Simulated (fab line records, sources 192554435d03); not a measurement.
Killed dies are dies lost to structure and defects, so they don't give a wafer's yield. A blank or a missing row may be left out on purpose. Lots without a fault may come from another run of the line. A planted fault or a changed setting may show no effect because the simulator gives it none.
Chamber matching | flow n5_finfet | N5_GATE_CUT_CMP_43 on cmp-03: 4 sister chambers
The step polishes SiO2. 4 wafers are shown with their chamber, then 7 later ones without.

WAFERS WITH THEIR CHAMBER
wafer  | chamber | motor_current_A (A)
L090.3 | 0       | 11.4
L090.6 | 3       | 10.2
L092.3 | 1       | 12.4
L092.5 | 2       | 12.5

WAFERS WITHOUT THEIR CHAMBER
wafer  | motor_current_A (A)
L092.6 | 13.2
L096.1 | 11.1
L096.2 | 10.3
L096.5 | 9.9
L097.3 | 13.2
L097.4 | 12.4
L097.5 | 13.3

WHICH CHAMBER EACH WENT THROUGH
wafer  | from the rows above          | in truth
L092.6 | can't be placed: 2 or 1      | 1
L096.1 | can't be placed: 0 or 3 or 1 | 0
L096.2 | can't be placed: 3 or 0      | 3
L096.5 | 3                            | 3
L097.3 | can't be placed: 2 or 1      | 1
L097.4 | can't be placed: 1 or 2 or 0 | 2
L097.5 | can't be placed: 2 or 1      | 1
Placed correctly: 1 of 7. Can't be placed from these rows: 6 (the true chamber is among the candidates in 6). Placed wrongly: 0.
How it was worked out, from the rows above alone: a wafer's distance from a chamber is the root of the sum, over the readings, of the square of ((its reading less the chamber's mean) divided by the reading's scatter). The wafer belongs to the nearest chamber; if the next one is less than 2 further off, it can't be placed. A chamber's mean is the mean of its shown wafers. The scatter: with one shown wafer a chamber, the root of the mean of the squares of how far each hidden wafer lies from its nearest shown one.
